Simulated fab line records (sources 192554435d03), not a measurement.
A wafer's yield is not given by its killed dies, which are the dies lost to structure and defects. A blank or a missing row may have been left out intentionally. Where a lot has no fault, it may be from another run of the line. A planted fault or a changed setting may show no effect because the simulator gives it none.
Chamber matching + flow n5 finfet + rie diel-05 running N5_GATE_CUT_ETCH_36: 4 sister chambers
The step etches SiARC in CF4, target depth 13 nm, time 21.7 s. 20 wafers are shown with their chamber, then 10 later ones without.

WAFERS PAIRED WITH THEIR CHAMBERS
| wafer  | chamber | drypump motor current A (A) | showerhead plenum p Torr (Torr) | throttle valve pct (%) |
|--------|---------|-----------------------------|---------------------------------|------------------------|
| L076.2 | 1       | 6.0                         | 2.15                            | 15.60                  |
| L076.3 | 2       | 5.0                         | 2.07                            | 15.51                  |
| L076.6 | 2       | 5.0                         | 2.07                            | 15.49                  |
| L078.1 | 3       | 5.8                         | 2.20                            | 15.87                  |
| L078.3 | 0       | 6.1                         | 2.22                            | 15.82                  |
| L078.6 | 0       | 6.1                         | 2.22                            | 15.83                  |
| L079.2 | 3       | 5.7                         | 2.20                            | 15.86                  |
| L079.3 | 2       | 5.0                         | 2.06                            | 15.52                  |
| L079.5 | 0       | 6.1                         | 2.22                            | 15.82                  |
| L081.1 | 1       | 6.0                         | 2.15                            | 15.61                  |
| L081.4 | 3       | 5.8                         | 2.20                            | 15.87                  |
| L081.6 | 3       | 5.8                         | 2.20                            | 15.85                  |
| L082.1 | 2       | 5.0                         | 2.06                            | 15.52                  |
| L082.3 | 1       | 6.0                         | 2.15                            | 15.62                  |
| L082.6 | 0       | 6.1                         | 2.22                            | 15.86                  |
| L088.3 | 3       | 5.7                         | 2.20                            | 15.89                  |
| L088.5 | 0       | 6.1                         | 2.22                            | 15.87                  |
| L088.6 | 1       | 6.0                         | 2.14                            | 15.63                  |
| L090.1 | 3       | 5.8                         | 2.19                            | 15.89                  |
| L090.3 | 1       | 6.0                         | 2.14                            | 15.63                  |

SIGNATURES (means of the wafers above)
| reading                  | chamber 0 | chamber 1 | chamber 2 | chamber 3 | scatter within a chamber |
|--------------------------|-----------|-----------|-----------|-----------|--------------------------|
| drypump motor current A  | 6.100     | 6.000     | 5.000     | 5.767     | 0.0289                   |
| showerhead plenum p Torr | 2.2200    | 2.1460    | 2.0650    | 2.1983    | 0.00435                  |
| throttle valve pct       | 15.8400   | 15.6180   | 15.5100   | 15.8717   | 0.0173                   |
Rule: distance of a wafer from a chamber = root of the sum over the readings of ((wafer's reading minus chamber's mean) / reading's scatter) squared. If the next closest chamber is less than 2 further off than the closest, the wafer can't be placed; otherwise it belongs to the closest. The scatter: take each reading less its chamber's mean, square it, sum over the shown wafers, divide by the number of wafers less the number of chambers, and take the root.

WAFERS WITHOUT THEIR CHAMBER
| wafer  | drypump motor current A (A) | showerhead plenum p Torr (Torr) | throttle valve pct (%) |
|--------|-----------------------------|---------------------------------|------------------------|
| L090.6 | 5.8                         | 2.19                            | 15.89                  |
| L095.2 | 5.8                         | 2.19                            | 15.91                  |
| L095.4 | 5.0                         | 2.06                            | 15.58                  |
| L095.5 | 6.0                         | 2.14                            | 15.65                  |
| L096.3 | 5.8                         | 2.19                            | 15.92                  |
| L096.4 | 6.1                         | 2.22                            | 15.89                  |
| L096.5 | 6.0                         | 2.14                            | 15.67                  |
| L097.1 | 6.0                         | 2.14                            | 15.65                  |
| L097.3 | 6.1                         | 2.21                            | 15.88                  |
| L097.4 | 5.8                         | 2.19                            | 15.92                  |

WHICH CHAMBER EACH ONE RAN IN
| wafer  | from the rows above | in truth |
|--------|---------------------|----------|
| L090.6 | 3                   | 3        |
| L095.2 | 3                   | 3        |
| L095.4 | 2                   | 2        |
| L095.5 | 1                   | 1        |
| L096.3 | 3                   | 3        |
| L096.4 | 0                   | 0        |
| L096.5 | 1                   | 1        |
| L097.1 | 1                   | 1        |
| L097.3 | 0                   | 0        |
| L097.4 | 3                   | 3        |
Correctly placed: 10 of 10. Can't be placed from these rows: 0. Number placed wrongly: 0.
